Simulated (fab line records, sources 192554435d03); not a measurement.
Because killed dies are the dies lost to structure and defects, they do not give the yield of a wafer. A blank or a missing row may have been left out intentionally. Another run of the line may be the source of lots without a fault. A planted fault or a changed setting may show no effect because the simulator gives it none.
A single fault, viewed from 2 desks	flow n5-finfet	each desk has only its own numbers; what lay behind them comes last

## FROM THE METROLOGY DESK
Lot by lot, what the gauges showed, no matter which tool ran the lot: averages of those sampled wafers that carry a number. If a lot's mean is further than 4 standard deviations from the usual mean, the lot is out of limits and carries the mark OUT (the distance appears in the brackets).
Columns: A = PASS_OPEN_OVL at N5_PASSIVATION_OVL_MEAS_66, usual 4 nm
lot	first seen here	A
L162	day 12 22:27	-3
L164	day 12 23:23	2
L163	day 13 12:53	2
L167	day 13 18:23	3
L166	day 13 22:16	4
L168	day 15 03:14	8
L171	day 15 07:28	-7
L172	day 15 08:31	6
L174	day 15 18:31	3
L178	day 16 15:04	3
Result from this desk: across the 10 lots, nothing is out of limits.

## FOR THE TOOL OWNER'S DESK: pvd-sputter-02
The tool's own readings at N5_BEOL_M2_SPUTTER_48 (material Cu, target thk 4.5 nm, time 8.29 s): means of the sampled wafers that have a number, for each lot that ran on this tool. If a lot's mean is further than 4 standard deviations from the usual mean, the lot is out of limits and carries the mark OUT (the distance appears in the brackets).
Columns: A = throttle-valve-pct at N5_BEOL_M2_SPUTTER_48, usual 29.8 %
lot	first seen here	A
L164	day 7 17:01	29.0
L168	day 8 14:38	30.1
L171	day 9 15:50	30.0
L172	day 9 18:39	29.5
L178	day 11 05:57	29.6
Result from this desk: across the 5 lots, nothing is out of limits.

## BROUGHT TOGETHER
The metrology desk saw nothing out of limits.
The desk of the tool owner found nothing out of limits.

## WHAT THE SIMULATOR HAD PUT IN
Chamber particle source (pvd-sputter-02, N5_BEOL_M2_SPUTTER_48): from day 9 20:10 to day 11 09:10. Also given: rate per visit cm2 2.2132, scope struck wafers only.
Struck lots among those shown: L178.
